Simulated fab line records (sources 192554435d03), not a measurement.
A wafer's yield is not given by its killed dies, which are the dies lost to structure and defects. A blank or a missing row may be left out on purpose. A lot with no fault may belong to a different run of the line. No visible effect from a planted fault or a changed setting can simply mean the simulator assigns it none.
Chamber matching :: flow n5Finfet :: N5_FIN_CUT_DESCUM_13 on rieDiel-02: 4 sister chambers
The step chemistry O2, time 7 s. 22 wafers are shown with their chamber, then 11 later ones without.

## EACH WAFER AND ITS CHAMBER
wafer: L074.1
chamber: 2
showerheadPlenumPTorr (Torr): 2.12
drypumpMotorCurrentA (A): 5.6
throttleValvePct (%): 20.26

wafer: L074.3
chamber: 0
showerheadPlenumPTorr (Torr): 1.98
drypumpMotorCurrentA (A): 5.4
throttleValvePct (%): 20.31

wafer: L074.6
chamber: 1
showerheadPlenumPTorr (Torr): 2.14
drypumpMotorCurrentA (A): 4.9
throttleValvePct (%): 20.32

wafer: L075.1
chamber: 1
showerheadPlenumPTorr (Torr): 2.14
drypumpMotorCurrentA (A): 4.9
throttleValvePct (%): 20.31

wafer: L075.3
chamber: 2
showerheadPlenumPTorr (Torr): 2.12
drypumpMotorCurrentA (A): 5.6
throttleValvePct (%): 20.27

wafer: L075.4
chamber: 3
showerheadPlenumPTorr (Torr): 2.19
drypumpMotorCurrentA (A): 5.1
throttleValvePct (%): 20.56

wafer: L076.1
chamber: 1
showerheadPlenumPTorr (Torr): 2.14
drypumpMotorCurrentA (A): 4.9
throttleValvePct (%): 20.31

wafer: L076.3
chamber: 0
showerheadPlenumPTorr (Torr): 1.98
drypumpMotorCurrentA (A): 5.4
throttleValvePct (%): 20.30

wafer: L076.6
chamber: 2
showerheadPlenumPTorr (Torr): 2.12
drypumpMotorCurrentA (A): 5.6
throttleValvePct (%): 20.27

wafer: L077.1
chamber: 0
showerheadPlenumPTorr (Torr): 1.98
drypumpMotorCurrentA (A): 5.4
throttleValvePct (%): 20.32

wafer: L077.3
chamber: 2
showerheadPlenumPTorr (Torr): 2.12
drypumpMotorCurrentA (A): 5.6
throttleValvePct (%): 20.26

wafer: L077.6
chamber: 1
showerheadPlenumPTorr (Torr): 2.14
drypumpMotorCurrentA (A): 4.9
throttleValvePct (%): 20.33

wafer: L079.1
chamber: 3
showerheadPlenumPTorr (Torr): 2.18
drypumpMotorCurrentA (A): 5.2
throttleValvePct (%): 20.58

wafer: L079.3
chamber: 0
showerheadPlenumPTorr (Torr): 1.98
drypumpMotorCurrentA (A): 5.4
throttleValvePct (%): 20.32

wafer: L079.4
chamber: 2
showerheadPlenumPTorr (Torr): 2.12
drypumpMotorCurrentA (A): 5.6
throttleValvePct (%): 20.28

wafer: L080.2
chamber: 3
showerheadPlenumPTorr (Torr): 2.18
drypumpMotorCurrentA (A): 5.2
throttleValvePct (%): 20.56

wafer: L080.4
chamber: 0
showerheadPlenumPTorr (Torr): 1.98
drypumpMotorCurrentA (A): 5.4
throttleValvePct (%): 20.33

wafer: L080.5
chamber: 1
showerheadPlenumPTorr (Torr): 2.14
drypumpMotorCurrentA (A): 4.9
throttleValvePct (%): 20.32

wafer: L082.1
chamber: 1
showerheadPlenumPTorr (Torr): 2.14
drypumpMotorCurrentA (A): 4.9
throttleValvePct (%): 20.33

wafer: L082.3
chamber: 0
showerheadPlenumPTorr (Torr): 1.97
drypumpMotorCurrentA (A): 5.4
throttleValvePct (%): 20.34

wafer: L082.5
chamber: 1
showerheadPlenumPTorr (Torr): 2.14
drypumpMotorCurrentA (A): 4.9
throttleValvePct (%): 20.33

wafer: L085.3
chamber: 2
showerheadPlenumPTorr (Torr): 2.11
drypumpMotorCurrentA (A): 5.6
throttleValvePct (%): 20.27

SIGNATURES (means of the wafers above)
reading: showerheadPlenumPTorr
chamber 0: 1.9783
chamber 1: 2.1400
chamber 2: 2.1183
chamber 3: 2.1833
scatter within a chamber: 0.0036

reading: drypumpMotorCurrentA
chamber 0: 5.400
chamber 1: 4.900
chamber 2: 5.600
chamber 3: 5.167
scatter within a chamber: 0.0192

reading: throttleValvePct
chamber 0: 20.3200
chamber 1: 20.3214
chamber 2: 20.2683
chamber 3: 20.5667
scatter within a chamber: 0.0106
Rule: a wafer's distance from a chamber is the root of the sum, over the readings, of the square of ((its reading less the chamber's mean) divided by the reading's scatter). If the next closest chamber is less than 2 further off than the closest, the wafer can't be placed; otherwise it belongs to the closest. The scatter: take each reading less its chamber's mean, square it, sum over the shown wafers, divide by the number of wafers less the number of chambers, and take the root.

## WAFERS WITH NO CHAMBER GIVEN
wafer: L085.5
showerheadPlenumPTorr (Torr): 2.18
drypumpMotorCurrentA (A): 5.2
throttleValvePct (%): 20.58

wafer: L085.6
showerheadPlenumPTorr (Torr): 1.97
drypumpMotorCurrentA (A): 5.4
throttleValvePct (%): 20.33

wafer: L088.1
showerheadPlenumPTorr (Torr): 2.11
drypumpMotorCurrentA (A): 5.6
throttleValvePct (%): 20.31

wafer: L088.4
showerheadPlenumPTorr (Torr): 1.97
drypumpMotorCurrentA (A): 5.4
throttleValvePct (%): 20.32

wafer: L088.5
showerheadPlenumPTorr (Torr): 1.97
drypumpMotorCurrentA (A): 5.4
throttleValvePct (%): 20.34

wafer: L090.1
showerheadPlenumPTorr (Torr): 1.97
drypumpMotorCurrentA (A): 5.4
throttleValvePct (%): 20.34

wafer: L090.3
showerheadPlenumPTorr (Torr): 2.13
drypumpMotorCurrentA (A): 4.9
throttleValvePct (%): 20.34

wafer: L090.5
showerheadPlenumPTorr (Torr): 2.18
drypumpMotorCurrentA (A): 5.2
throttleValvePct (%): 20.60

wafer: L094.1
showerheadPlenumPTorr (Torr): 2.13
drypumpMotorCurrentA (A): 4.9
throttleValvePct (%): 20.35

wafer: L094.5
showerheadPlenumPTorr (Torr): 1.97
drypumpMotorCurrentA (A): 5.3
throttleValvePct (%): 20.36

wafer: L094.6
showerheadPlenumPTorr (Torr): 2.17
drypumpMotorCurrentA (A): 5.2
throttleValvePct (%): 20.62

## CHAMBER TAKEN BY EACH
wafer: L085.5
from the rows above: 3
in truth: 3

wafer: L085.6
from the rows above: 0
in truth: 0

wafer: L088.1
from the rows above: 2
in truth: 2

wafer: L088.4
from the rows above: 0
in truth: 0

wafer: L088.5
from the rows above: 0
in truth: 0

wafer: L090.1
from the rows above: 0
in truth: 0

wafer: L090.3
from the rows above: 1
in truth: 1

wafer: L090.5
from the rows above: 3
in truth: 3

wafer: L094.1
from the rows above: 1
in truth: 1

wafer: L094.5
from the rows above: 0
in truth: 0

wafer: L094.6
from the rows above: 3
in truth: 3
Placed correctly: 11 of 11. Not placeable from these rows: 0. 0 placed wrongly.
